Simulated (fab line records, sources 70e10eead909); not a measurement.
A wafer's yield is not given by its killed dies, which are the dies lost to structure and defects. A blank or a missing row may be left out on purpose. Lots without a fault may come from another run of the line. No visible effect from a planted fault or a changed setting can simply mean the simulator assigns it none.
Chamber matching + flow nand_harc + 4 sister chambers for NHARC_P_GATE_DESCUM_31 on rie_diel-11
The step chemistry O2, time 3 s. 4 wafers are shown with their chamber, then 12 later ones without.

EACH WAFER AND ITS CHAMBER
| wafer  | chamber | showerhead_plenum_p_Torr (Torr) |
|--------|---------|---------------------------------|
| L090.2 | 0       | 2.03                            |
| L092.4 | 1       | 2.04                            |
| L093.2 | 2       | 1.81                            |
| L093.6 | 3       | 1.95                            |

WAFERS WITHOUT THEIR CHAMBER
| wafer  | showerhead_plenum_p_Torr (Torr) |
|--------|---------------------------------|
| L093.1 | 2.04                            |
| L093.4 | 2.03                            |
| L093.5 | 2.03                            |
| L094.1 | 2.03                            |
| L094.3 | 1.81                            |
| L094.5 | 2.04                            |
| L097.2 | 2.02                            |
| L097.3 | 2.04                            |
| L097.5 | 2.02                            |
| L097.1 | 1.81                            |
| L097.4 | 1.94                            |
| L097.6 | 2.04                            |

EACH ONE'S CHAMBER
| wafer  | from the rows above | in truth |
|--------|---------------------|----------|
| L093.1 | 1                   | 1        |
| L093.4 | 0                   | 0        |
| L093.5 | 0                   | 0        |
| L094.1 | 0                   | 0        |
| L094.3 | 2                   | 2        |
| L094.5 | 1                   | 1        |
| L097.2 | 0                   | 0        |
| L097.3 | 1                   | 1        |
| L097.5 | 0                   | 0        |
| L097.1 | 2                   | 2        |
| L097.4 | 3                   | 3        |
| L097.6 | 1                   | 1        |
Correctly placed: 12 of 12. Not placeable from these rows: 0. Number placed wrongly: 0.
How it was worked out, from the rows above alone: a wafer's distance from a chamber is the root of the sum, over the readings, of the square of ((its reading less the chamber's mean) divided by the reading's scatter). The wafer belongs to the nearest chamber; if the next one is less than 2 further off, it can't be placed. For every chamber, the mean is computed from those of its wafers that are shown. The scatter: with one shown wafer a chamber, the root of the mean of the squares of how far each hidden wafer lies from its nearest shown one.
